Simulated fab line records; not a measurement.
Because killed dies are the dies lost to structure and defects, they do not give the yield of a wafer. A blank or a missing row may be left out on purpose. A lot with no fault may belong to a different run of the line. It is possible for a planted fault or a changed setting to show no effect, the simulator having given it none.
Split-lot study :: flow n5Finfet :: on a route of 1938 steps: 7 lots, 21 wafers read

== SPLIT DETAILS ==
At N5_BEOL_M15_ETCH_61 (etches BARC in N2/H2, target depth 89 nm, overetch 26.7 nm, time 67.9 s), the setting timeS was moved away from the recipe's 67.9 s on 7 of the 21 wafers read, by -20.2% to +9.9%. This setting was run at the recipe's value on the other wafers.

Reading taken at the split's own step.

== THE READING ==
coat_of_BEOL_M15_COAT_22.thkNm (the simulator's own value, which no gauge read), in nm, at N5_BEOL_M15_ETCH_61 (etches BARC in N2/H2, target depth 89 nm, overetch 26.7 nm, time 67.9 s). No usual value for it is given in the file. Across the 14 wafers here that went through the recipe, the average is 717.8 nm and the standard deviation 1.9 nm.

wafer: L083.1
tool, chamber at the split: rieDiel-05, 0
timeS as run, s: 67.9
against the recipe: recipe
coat_of_BEOL_M15_COAT_22.thkNm, nm: 722.2
against lot-mates on the recipe: -

wafer: L083.3
tool, chamber at the split: rieDiel-05, 3
timeS as run, s: 67.9
against the recipe: recipe
coat_of_BEOL_M15_COAT_22.thkNm, nm: 715
against lot-mates on the recipe: -

wafer: L083.5
tool, chamber at the split: rieDiel-05, 3
timeS as run, s: 67.9
against the recipe: recipe
coat_of_BEOL_M15_COAT_22.thkNm, nm: 717.6
against lot-mates on the recipe: -

wafer: L080.2
tool, chamber at the split: rieDiel-01, 1
timeS as run, s: 74.61
against the recipe: +9.9%
coat_of_BEOL_M15_COAT_22.thkNm, nm: 714.4
against lot-mates on the recipe: -3.4

wafer: L080.4
tool, chamber at the split: rieDiel-01, 0
timeS as run, s: 67.9
against the recipe: recipe
coat_of_BEOL_M15_COAT_22.thkNm, nm: 717.8
against lot-mates on the recipe: -

wafer: L080.5
tool, chamber at the split: rieDiel-01, 1
timeS as run, s: 74.61
against the recipe: +9.9%
coat_of_BEOL_M15_COAT_22.thkNm, nm: 713.4
against lot-mates on the recipe: -4.4

wafer: L079.1
tool, chamber at the split: rieDiel-06, 0
timeS as run, s: 67.9
against the recipe: recipe
coat_of_BEOL_M15_COAT_22.thkNm, nm: 719
against lot-mates on the recipe: -

wafer: L079.3
tool, chamber at the split: rieDiel-06, 2
timeS as run, s: 54.84
against the recipe: -19.2%
coat_of_BEOL_M15_COAT_22.thkNm, nm: 730.2
against lot-mates on the recipe: +11.2

wafer: L079.4
tool, chamber at the split: rieDiel-06, 0
timeS as run, s: 54.84
against the recipe: -19.2%
coat_of_BEOL_M15_COAT_22.thkNm, nm: 731.8
against lot-mates on the recipe: +12.8

wafer: L082.1
tool, chamber at the split: rieDiel-06, 2
timeS as run, s: 67.9
against the recipe: recipe
coat_of_BEOL_M15_COAT_22.thkNm, nm: 717.4
against lot-mates on the recipe: -

wafer: L082.5
tool, chamber at the split: rieDiel-06, 3
timeS as run, s: 67.9
against the recipe: recipe
coat_of_BEOL_M15_COAT_22.thkNm, nm: 721.4
against lot-mates on the recipe: -

wafer: L082.6
tool, chamber at the split: rieDiel-06, 2
timeS as run, s: 67.9
against the recipe: recipe
coat_of_BEOL_M15_COAT_22.thkNm, nm: 718.4
against lot-mates on the recipe: -

wafer: L094.3
tool, chamber at the split: rieDiel-01, 1
timeS as run, s: 67.9
against the recipe: recipe
coat_of_BEOL_M15_COAT_22.thkNm, nm: 716.6
against lot-mates on the recipe: -

wafer: L094.4
tool, chamber at the split: rieDiel-01, 0
timeS as run, s: 67.9
against the recipe: recipe
coat_of_BEOL_M15_COAT_22.thkNm, nm: 715.8
against lot-mates on the recipe: -

wafer: L094.6
tool, chamber at the split: rieDiel-01, 0
timeS as run, s: 55.8
against the recipe: -17.8%
coat_of_BEOL_M15_COAT_22.thkNm, nm: 726
against lot-mates on the recipe: +9.8

wafer: L092.2
tool, chamber at the split: rieDiel-01, 0
timeS as run, s: 54.16
against the recipe: -20.2%
coat_of_BEOL_M15_COAT_22.thkNm, nm: 731.6
against lot-mates on the recipe: +13.8

wafer: L092.4
tool, chamber at the split: rieDiel-01, 2
timeS as run, s: 54.16
against the recipe: -20.2%
coat_of_BEOL_M15_COAT_22.thkNm, nm: 728.4
against lot-mates on the recipe: +10.6

wafer: L092.5
tool, chamber at the split: rieDiel-01, 0
timeS as run, s: 67.9
against the recipe: recipe
coat_of_BEOL_M15_COAT_22.thkNm, nm: 717.8
against lot-mates on the recipe: -

wafer: L096.1
tool, chamber at the split: rieDiel-01, 3
timeS as run, s: 67.9
against the recipe: recipe
coat_of_BEOL_M15_COAT_22.thkNm, nm: 717.4
against lot-mates on the recipe: -

wafer: L096.4
tool, chamber at the split: rieDiel-01, 0
timeS as run, s: 67.9
against the recipe: recipe
coat_of_BEOL_M15_COAT_22.thkNm, nm: 716.6
against lot-mates on the recipe: -

wafer: L096.6
tool, chamber at the split: rieDiel-01, 2
timeS as run, s: 67.9
against the recipe: recipe
coat_of_BEOL_M15_COAT_22.thkNm, nm: 716.2
against lot-mates on the recipe: -

THE FIT
A straight line over all 21 wafers: coat_of_BEOL_M15_COAT_22.thkNm changes by -0.58 nm for each +1% of timeS; r = -0.94; the points scatter about the line by 2 nm.
The same after taking each lot's own level away (the mean of its wafers on the recipe; 21 wafers): -0.571 nm for each +1%; r = -0.96; scatter 1.6 nm.
On that fit, the largest move of timeS shifts the reading by 12 nm.
The lots' own levels span 716.20 to 719.07 nm, that is 1.5 times the standard deviation above.
Hence the lot-to-lot level has little effect on the slope; both slopes agree.
Check: for one of the wafers moved furthest among these (-20.2%), held out of the fit, the line's prediction against its lot-mates is +11.4 nm. It came out at +13.8 nm against them.

== THE FILE'S OWN FIT ==
coat_of_BEOL_M15_COAT_22.thkNm changes by -0.578 nm for each +1% of timeS, r = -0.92.
